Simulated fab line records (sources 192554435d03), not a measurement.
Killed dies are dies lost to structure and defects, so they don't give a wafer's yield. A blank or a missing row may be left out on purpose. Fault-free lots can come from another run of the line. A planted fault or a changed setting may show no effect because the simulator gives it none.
fab line records ; flow n5-finfet
record lots=9; wafers=24; last-day=17
route steps=1938 shown BEOL_M1@834 BEOL_M2@859 BEOL_M4@1111 PASSIVATION@1936
lots with no fault: from the same line, run without faults
start-h: hours from the record's first day to the start of the lot's first wafer shown ; wait-h: how many hours have passed since the lot's step before this one ; " repeats the value in the row above ; L1.1+2: one row covering several wafers at once ; - no value, or no start was given ; * or withheld: withheld ; < > ~ a bound
route shown NAME@n: names a module that has steps shown in the file, with the first one's number in the route ; usual: average and standard deviation across the fault-free wafers ; same: alike in all rows ; chamber/n: place in a boat ; sites: readings site by site ; _std_site: standard deviation across them ; _edge_site: the outer-site mean with the inner-site mean subtracted ; radius-mm: how far each site lies from the wafer's centre ; mask NAME#n: copy n ; behind: the tool/chamber that last shaped the wafer ; hold: cause of the lot's hold/its duration in hours/its outcome ; device: whichever transistor did not switch (one of n, p or np) ; end of line: tests of these same wafers at the route's end ; where a step has no rows: the recipe by itself ; killed: dies lost to structure and defects at the first sort, not the wafer's yield ; map: per-die view of a wafer (x killed, . not killed, _ where there is no die)
set.NAME: the setting the step ran with; set.NAME@STEP: the setting that earlier step ran with ; model.NAME: the simulator's own value behind a step, which no gauge read
route steps across a sampled set of lots; one table per step, one row per wafer
services: from which hour (start-h, from the record's first day; less than 0 if before it) a tool's chamber was out of use, for how many hours, and why
## steps
# step N5_BEOL_M1_THK_MEAS_53
# recipe thk-meas-gauge=xrf; reads=Cu_of_BEOL_M1_ECD_50
# usual M1_THK=39.2/1.4
lot.wafer;tool;chamber;start-h;wait-h;M1_THK[nm]
L796.2;film-metro-02;-;145.08;-;39.5
L796.4;film-metro-02;-;145.08;-;41.0
L796.6;film-metro-02;-;145.08;-;41.9
L801.1;film-metro-02;-;168.04;-;36.2
L801.4;film-metro-02;-;168.04;-;38.4
L801.6;film-metro-02;-;168.04;-;39.3
L805.2;film-metro-01;-;196.07;-;37.4
L805.4;film-metro-01;-;196.07;-;40.1
L805.6;film-metro-01;-;196.07;-;38.8
L809.2;film-metro-02;-;232.18;-;38.7
L809.6;film-metro-02;-;232.18;-;38.6
L811.4;film-metro-01;-;234.32;-;39.7
L811.6;film-metro-01;-;234.32;-;38.7
L812.4;film-metro-01;-;240.22;-;39.8
L812.6;film-metro-01;-;240.22;-;39.1
L813.1;film-metro-01;-;248.30;-;39.5
L813.4;film-metro-01;-;248.30;-;40.7
L813.5;film-metro-01;-;248.30;-;41.1
L814.2;film-metro-02;-;251.88;-;39.2
L814.3;film-metro-02;-;251.88;-;39.1
L814.4;film-metro-02;-;251.88;-;41.7
L816.2;film-metro-01;-;264.52;-;37.5
L816.3;film-metro-01;-;264.52;-;39.6
L816.6;film-metro-01;-;264.52;-;41.3
# step N5_BEOL_M1_CO_CAP_55
# recipe material=Co; target-thk-a=20; temp-c=200; precursor=CCTBA/H2; pressure-torr=30; time-s=102.1
# usual heater-power-outer-w=111/13; heater-power-w=219/24
lot.wafer;tool;chamber;start-h;wait-h;heater-power-outer-w;heater-power-w
L796.2;cvd-co-01;0;145.16;0.0;109;210
L796.4;cvd-co-01;1;145.16;0.0;103;197
L796.6;cvd-co-01;0;145.16;0.0;109;210
L801.1;cvd-co-01;2;168.12;0.0;106;215
L801.4;cvd-co-01;0;168.12;0.0;107;218
L801.6;cvd-co-01;2;168.12;0.0;106;221
L805.2;cvd-co-01;0;196.15;0.0;109;216
L805.4;cvd-co-01;1;196.15;0.0;101;204
L805.6;cvd-co-01;2;196.15;0.0;108;211
L809.2;cvd-co-02;0;232.26;0.0;117;223
L809.6;cvd-co-02;1;232.26;0.0;99;201
L811.4;cvd-co-01;1;234.54;0.0;103;198
L811.6;cvd-co-01;2;234.54;0.0;110;220
L812.4;cvd-co-02;0;240.33;0.0;118;220
L812.6;cvd-co-02;2;240.33;0.0;142;282
L813.1;cvd-co-01;0;248.39;0.0;107;215
L813.4;cvd-co-01;2;248.39;0.0;109;209
L813.5;cvd-co-01;0;248.39;0.0;105;217
L814.2;cvd-co-02;2;251.96;0.0;140;289
L814.3;cvd-co-02;1;251.96;0.0;100;200
L814.4;cvd-co-02;2;251.96;0.0;142;280
L816.2;cvd-co-01;2;264.59;0.0;105;222
L816.3;cvd-co-01;0;264.59;0.0;105;215
L816.6;cvd-co-01;0;264.59;0.0;108;216
# step N5_BEOL_M2_ETCH_63
# recipe chemistry=CF4; target=SiARC; target-depth-a=156; mask-material=CAR-EUV; time-s=26; ion-energy-ev=80; pressure-mtorr=40; source-w=545; bias-w=36; Ar_flow_sccm=100; cf4-flow-sccm=100; ends=cleared
# usual drypump-motor-current-A=5.9/0.5; etch-rf-on-time-s=26.0/0.41; oes-product-au=0.68/0.068; rf-vpp-V=183.9/1.2; showerhead-plenum-p-Torr=2.14/0.069; throttle-valve-pct=15.61/0.22
lot.wafer;tool;chamber;start-h;wait-h;drypump-motor-current-A;etch-rf-on-time-s;oes-product-au;rf-hours-counter-h;rf-vpp-V;showerhead-plenum-p-Torr;throttle-valve-pct
L796.2;rie-diel-04;1;148.58;0.0;5.9;26.0;0.58;252;183.8;2.10;15.91
L796.4;rie-diel-04;2;148.58;0.0;5.8;25.7;0.72;-;183.4;2.08;15.58
L796.6;rie-diel-04;3;148.58;0.0;6.0;25.7;0.73;-;186.6;2.27;15.45
L801.1;rie-diel-04;3;169.72;0.0;6.0;25.9;0.71;55;184.5;2.26;15.46
L801.4;rie-diel-04;2;169.72;0.0;5.8;25.9;0.70;-;183.6;2.08;15.58
L801.6;rie-diel-04;0;169.72;0.0;6.5;25.8;0.59;-;183.7;2.12;15.85
L805.2;rie-diel-04;1;199.21;0.0;5.9;25.8;0.80;11;183.4;2.10;15.45
L805.4;rie-diel-04;2;199.21;0.0;5.8;26.1;0.69;-;184.3;2.08;15.58
L805.6;rie-diel-04;1;199.21;0.0;5.9;25.5;0.81;-;182.7;2.10;15.44
L809.2;rie-diel-04;3;234.34;0.0;6.0;26.1;0.69;81;183.3;2.25;15.51
L809.6;rie-diel-04;2;234.34;0.0;5.8;26.1;0.68;-;182.0;2.07;15.62
L811.4;rie-diel-04;2;237.27;0.0;5.9;25.9;0.69;93;183.4;2.07;15.62
L811.6;rie-diel-04;0;237.27;0.0;6.6;25.0;0.81;-;182.9;2.11;15.40
L812.4;rie-diel-04;0;243.08;0.0;6.5;25.4;0.80;13;184.0;2.11;15.40
L812.6;rie-diel-04;3;243.08;0.0;6.0;26.1;0.69;-;186.6;2.25;15.51
L813.1;rie-diel-02;1;252.00;0.0;5.5;26.2;0.59;235;183.5;2.20;15.89
L813.4;rie-diel-02;3;252.00;0.0;5.1;27.3;0.55;250;184.7;2.10;16.13
L813.5;rie-diel-02;0;252.00;0.0;5.3;25.5;0.73;-;183.8;2.08;15.13
L814.2;rie-diel-02;2;253.88;0.0;6.5;25.8;0.69;110;184.1;2.15;15.74
L814.3;rie-diel-02;1;253.88;0.0;5.5;26.3;0.58;236;184.5;2.20;15.91
L814.4;rie-diel-02;2;253.88;0.0;6.5;25.5;0.70;-;183.5;2.15;15.72
L816.2;rie-diel-06;0;266.23;0.0;6.8;26.8;0.64;141;182.2;2.06;15.43
L816.3;rie-diel-06;3;266.23;0.0;4.9;26.3;0.65;125;182.9;2.15;15.69
L816.6;rie-diel-06;1;266.23;0.0;5.7;26.3;0.62;-;184.6;2.21;15.95
# step N5_BEOL_M2_ETCH_64
# recipe chemistry=N2/H2; target=SOC; target-depth-a=750; overetch-a=225; mask-material=SiARC; temp-c=40; time-s=121.9; ion-energy-ev=200; pressure-mtorr=30; source-w=840; bias-w=150; n2-flow-sccm=200; h2-flow-sccm=200
# usual drypump-motor-current-A=5.9/0.5; oes-product-au=0.60/0.056; rf-vpp-V=523.9/2.4; showerhead-plenum-p-Torr=2.54/0.087; throttle-valve-pct=17.84/0.24
lot.wafer;tool;chamber;start-h;wait-h;drypump-motor-current-A;oes-product-au;rf-hours-counter-h;rf-vpp-V;showerhead-plenum-p-Torr;throttle-valve-pct
L796.2;rie-diel-04;1;148.61;0.0;6.0;0.52;252;523.6;2.50;18.08
L796.4;rie-diel-04;2;148.61;0.0;5.8;0.64;-;520.2;2.48;17.84
L796.6;rie-diel-04;3;148.61;0.0;6.0;0.65;-;528.2;2.70;17.67
L801.1;rie-diel-04;3;169.75;0.0;6.0;0.64;55;528.4;2.69;17.69
L801.4;rie-diel-04;2;169.75;0.0;5.9;0.63;-;522.1;2.47;17.85
L801.6;rie-diel-04;0;169.75;0.0;6.5;0.52;-;522.5;2.50;17.90
L805.2;rie-diel-04;1;199.24;0.0;5.9;0.71;11;522.2;2.50;17.68
L805.4;rie-diel-04;2;199.24;0.0;5.9;0.62;-;523.8;2.47;17.89
L805.6;rie-diel-04;1;199.24;0.0;5.9;0.71;-;521.7;2.50;17.70
L809.2;rie-diel-04;3;234.37;0.0;6.0;0.61;81;528.0;2.68;17.73
L809.6;rie-diel-04;2;234.37;0.0;5.9;0.61;-;521.1;2.46;17.89
L811.4;rie-diel-04;2;237.30;0.0;5.8;0.61;93;521.3;2.46;17.90
L811.6;rie-diel-04;0;237.30;0.0;6.5;0.70;-;522.8;2.49;17.51
L812.4;rie-diel-04;0;243.11;0.0;6.5;0.71;13;523.5;2.49;17.52
L812.6;rie-diel-04;3;243.11;0.0;6.0;0.61;-;527.7;2.68;17.71
L813.1;rie-diel-02;1;252.03;0.0;5.5;0.53;235;526.0;2.62;18.17
L813.4;rie-diel-02;3;252.03;0.0;5.1;0.51;250;522.4;2.51;18.48
L813.5;rie-diel-02;0;252.03;0.0;5.3;0.64;-;521.9;2.48;17.52
L814.2;rie-diel-02;2;253.91;0.0;6.5;0.62;110;524.1;2.56;18.00
L814.3;rie-diel-02;1;253.91;0.0;5.5;0.52;236;524.7;2.62;18.18
L814.4;rie-diel-02;2;253.91;0.0;6.5;0.61;-;523.4;2.56;18.00
L816.2;rie-diel-06;0;266.26;0.0;6.8;0.58;141;521.2;2.44;17.56
L816.3;rie-diel-06;3;266.26;0.0;4.9;0.59;125;524.2;2.56;18.08
L816.6;rie-diel-06;1;266.26;0.0;5.7;0.55;-;525.5;2.64;18.26
# step N5_BEOL_M2_CD_MEAS_18
# recipe pitch-nm=36; target-cd-nm=18
# usual cd-nm=18.00/0.26
lot.wafer;tool;chamber;start-h;wait-h;cd-nm
L796.2;cd-sem-01;-;148.96;0.1;18.06
L796.4;cd-sem-01;-;148.96;0.1;18.56
L796.6;cd-sem-01;-;148.96;0.1;18.23
L801.1;cd-sem-02;-;170.10;0.0;17.88
L801.4;cd-sem-02;-;170.10;0.0;18.11
L801.6;cd-sem-02;-;170.10;0.0;17.98
L805.2;cd-sem-02;-;199.68;0.1;17.73
L805.4;cd-sem-02;-;199.68;0.1;17.95
L805.6;cd-sem-02;-;199.68;0.1;17.63
L809.2;cd-sem-03;-;234.74;0.1;19.14
L809.6;cd-sem-03;-;234.74;0.1;17.68
L811.4;cd-sem-03;-;237.66;0.1;19.04
L811.6;cd-sem-03;-;237.66;0.1;17.85
L812.4;cd-sem-01;-;243.53;0.1;19.51
L812.6;cd-sem-01;-;243.53;0.1;18.32
L813.1;cd-sem-02;-;252.51;0.0;17.73
L813.4;cd-sem-02;-;252.51;0.0;17.70
L813.5;cd-sem-02;-;252.51;0.0;18.04
L814.2;cd-sem-02;-;254.45;0.1;17.78
L814.3;cd-sem-02;-;254.45;0.1;17.87
L814.4;cd-sem-02;-;254.45;0.1;18.12
L816.2;cd-sem-01;-;266.69;0.1;17.91
L816.3;cd-sem-01;-;266.69;0.1;17.84
L816.6;cd-sem-01;-;266.69;0.1;17.89
# step N5_BEOL_M4_RC_MEAS_101
# usual CHAIN_V1_max_site=238/8.6; DIBL_N=36.3/1; DIBL_P=36.2/1.4; IOFF_N=0.157/0.021; IOFF_P=0.206/0.025; ION_N=673/9; ION_P=461/6.4; SERP_M2=191/12; SERP_M2_max_site=204/13; SS_N=71.5/0.5; SS_P=73.2/0.47; VT_N=249.9/2.4; VT_P=-250.6/2.9
lot.wafer;tool;chamber;start-h;wait-h;CHAIN_V1_max_site[ohm/link];DIBL_N[mV/V];DIBL_P[mV/V];IOFF_N[nA/um];IOFF_P[nA/um];ION_N[uA/um];ION_P[uA/um];SERP_M2[ohm/um];SERP_M2_max_site[ohm/um];SS_N[mV/dec];SS_P[mV/dec];VT_N[mV];VT_P[mV]
L796.2;prober-02;0;178.17;0.2;237;36.3;36.9;0.150;0.209;659;457;199;206;71.7;72.9;252.3;-251.1
L796.4;prober-02;0;178.17;0.2;236;35.5;36.1;0.134;0.194;657;452;183;194;71.6;73.6;255.2;-251.2
L796.6;prober-02;0;178.17;0.2;234;37.9;38.2;0.171;0.225;669;461;192;201;72.7;74.3;250.0;-252.0
L801.1;prober-01;0;205.76;0.0;234;37.1;38.0;0.200;0.260;676;464;191;206;72.4;74.0;247.1;-247.2
L801.4;prober-01;0;205.76;0.0;253;36.2;37.4;0.189;0.241;673;463;213;229;71.8;73.5;246.8;-248.0
L801.6;prober-01;0;205.76;0.0;234;36.3;37.1;0.183;0.251;676;465;200;206;71.9;74.3;249.2;-246.9
L805.2;prober-01;0;234.04;0.2;229;36.5;35.9;0.161;0.207;675;461;181;195;71.6;72.9;248.3;-252.3
L805.4;prober-01;0;234.04;0.2;238;35.9;35.9;0.152;0.208;670;465;200;220;71.8;72.8;250.5;-248.5
L805.6;prober-01;0;234.04;0.2;236;35.5;35.2;0.155;0.199;674;469;197;204;71.9;72.5;249.1;-248.3
L809.2;prober-02;0;263.53;0.2;213;35.6;35.0;0.139;0.220;666;466;150;159;71.5;72.8;251.5;-247.1
L809.6;prober-02;0;263.53;0.2;251;36.3;35.1;0.145;0.217;661;462;202;219;71.1;72.9;251.4;-247.4
L811.4;prober-02;0;268.79;0.5;221;35.6;35.9;0.151;0.179;665;455;169;179;70.6;73.3;248.0;-254.9
L811.6;prober-02;0;268.79;0.5;248;36.5;37.8;0.172;0.214;678;463;206;230;71.6;73.4;248.5;-252.5
L812.4;prober-01;0;271.57;0.5;204;37.6;38.4;0.181;0.255;685;480;142;153;72.4;73.7;245.4;-244.6
L812.6;prober-01;0;271.57;0.5;232;36.7;36.6;0.157;0.226;674;466;180;188;72.5;72.7;247.9;-248.5
L813.1;prober-02;0;281.11;0.0;246;37.5;35.7;0.148;0.179;665;448;205;219;71.8;73.4;251.7;-255.2
L813.4;prober-02;0;281.11;0.0;246;35.4;34.3;0.120;0.157;667;455;223;228;70.2;72.9;252.6;-255.0
L813.5;prober-02;0;281.11;0.0;231;35.9;34.6;0.132;0.162;660;455;192;214;72.1;72.3;252.5;-255.7
L814.2;prober-01;0;287.29;0.8;237;35.8;36.5;0.162;0.227;680;469;186;195;71.4;74.0;245.4;-247.4
L814.3;prober-01;0;287.29;0.8;259;34.6;35.0;0.136;0.198;670;467;203;218;71.5;72.7;251.9;-251.0
L814.4;prober-01;0;287.29;0.8;242;35.3;35.7;0.152;0.210;677;468;200;216;71.4;73.7;251.6;-245.4
L816.2;prober-02;0;301.82;0.2;239;37.8;38.4;0.180;0.230;674;462;172;185;71.7;74.2;248.4;-251.4
L816.3;prober-02;0;301.82;0.2;249;35.6;35.6;0.145;0.187;664;457;203;217;72.1;72.9;251.5;-251.2
L816.6;prober-02;0;301.82;0.2;247;33.4;32.3;0.106;0.148;663;455;198;212;70.7;72.3;255.4;-255.0
# sites SERP_M2 radius-mm=0,75,75,75,75,140,140,140,140
L796.2 181 201 184 196 187 202 199 204 206
L801.1 191 191 179 194 180 199 189 206 184
L805.2 195 193 186 181 192 176 171 175 171
L809.2 149 148 159 159 153 150 149 144 150
L811.4 169 174 169 172 168 168 175 179 166
L812.4 153 147 153 146 142 127 130 129 125
L813.1 219 218 214 205 214 199 176 183 186
L814.2 194 190 190 195 186 176 175 183 175
L816.2 172 182 180 185 176 160 162 166 164
# step N5_PASSIVATION_PROBE_49
# usual defect-limited-yield=91.1/1.3; killed_at_M0_to_M3=36/10; killed_at_M4_up=14/4.4; killed-at-contacts=14/5.7; killed-at-front-end=39/9.4; killed-at-other=2.9/2.6; killed-dies=105/15; killed-open=70/12; killed-short=34/7.1; sort_bin_5_function=5.3/0.77; sort_bin_6_memory=3.3/0.66; sort-n-pass=1075/15; sort-yield-pct=91.1/1.3
# same gross-dies=1180; killed-at-back-side=0; sort_bin_4_leakage[%]=0; sort_bin_8_speed[%]=0
lot.wafer;tool;chamber;start-h;wait-h;defect-limited-yield[%];killed_at_M0_to_M3;killed_at_M4_up;killed-at-contacts;killed-at-front-end;killed-at-other;killed-dies;killed-open;killed-short;sort_bin_5_function[%];sort_bin_6_memory[%];sort-n-pass;sort-yield-pct[%]
L809.2;prober-02;-;361.84;0.1;90.7;37;16;11;45;1;110;80;27;5.5;3.4;1070;90.7
L812.4;prober-01;-;373.58;0.2;89.3;46;17;10;50;3;126;82;40;5.3;4.5;1054;89.3
# killed by level:class
L809.2 MOL_CONTACT_COAG:geometric-particle:open=11 BEOL_M0_SAQP:geometric-particle:open=11 STI_FIN_REVEAL:geometric-particle:open=10 FIN_SAQP:geometric-particle:open=7 FIN_SAQP:geometric-particle:short=6 BEOL_M3:geometric-particle:open=6 BEOL_M0_SAQP:geometric-particle:short=5 BEOL_M0:geometric-particle:open=5
L812.4 STI_FIN_REVEAL:geometric-particle:open=24 BEOL_M0_SAQP:geometric-particle:short=15 BEOL_M0_SAQP:geometric-particle:open=10 BEOL_M2:geometric-particle:open=9 GATE_CUT:geometric-particle:short=7 MOL_CONTACT_COAG:geometric-particle:open=7 BEOL_M4:geometric-particle:open=7 BEOL_M1:geometric-particle:open=6
## services
tool;chamber;start-h;hours;kind
cvd-co-02;0;128.78;10.8;repair
rie-diel-04;1;151.30;-;clean
rie-diel-04;1;151.30;-;consumable-replace:focus-ring
rie-diel-04;1;151.30;20.6;scheduled-down
rie-diel-04;1;151.30;20.6;vent-cycle
rie-diel-06;2;154.30;2.7;repair
cvd-co-02;2;164.82;8.4;repair
rie-diel-02;-;187.98;14.6;pm
rie-diel-04;0;191.11;-;clean
rie-diel-04;0;191.11;-;consumable-replace:focus-ring
rie-diel-04;0;191.11;17.0;scheduled-down
rie-diel-04;0;191.11;17.0;vent-cycle
rie-diel-04;1;209.25;5.5;repair
rie-diel-04;0;234.06;1.5;repair
cvd-co-01;0;240.44;2.5;repair
rie-diel-02;3;252.44;-;clean
rie-diel-02;3;252.44;-;consumable-replace:focus-ring
rie-diel-02;3;252.44;23.4;scheduled-down
rie-diel-02;3;252.44;23.4;vent-cycle
## key
first-sign step=N5_BEOL_M2_CD_MEAS_18; reading=cd-nm; direction=up; sigmas=4.8; usual=18.00; struck=19.23
effect step=N5_BEOL_M4_RC_MEAS_101; reading=SERP_M2; direction=down; sigmas=3.2; usual=191; struck=154
effect step=N5_BEOL_M4_RC_MEAS_101; reading=SERP_M2_max_site; direction=down; sigmas=3.1; usual=204; struck=164
effect step=N5_BEOL_M4_RC_MEAS_101; reading=CHAIN_V1_max_site; direction=down; sigmas=3; usual=238; struck=213
met-at N5_BEOL_M2_ETCH_64
struck-lots L809,L811,L812
struck-wafers L809.2,L811.4,L812.4
not-acting-at N5_BEOL_M1_THK_MEAS_53,N5_BEOL_M1_CO_CAP_55,N5_BEOL_M2_ETCH_63
onset-between 199.24 234.37
fault kind=process-parameter-drift; tool=rie-diel-04; chamber=-; onset-h=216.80; steps=N5_BEOL_M2_ETCH_64; channel=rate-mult; offset=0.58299; shape=step; end-h=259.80; scope=struck-wafers-only
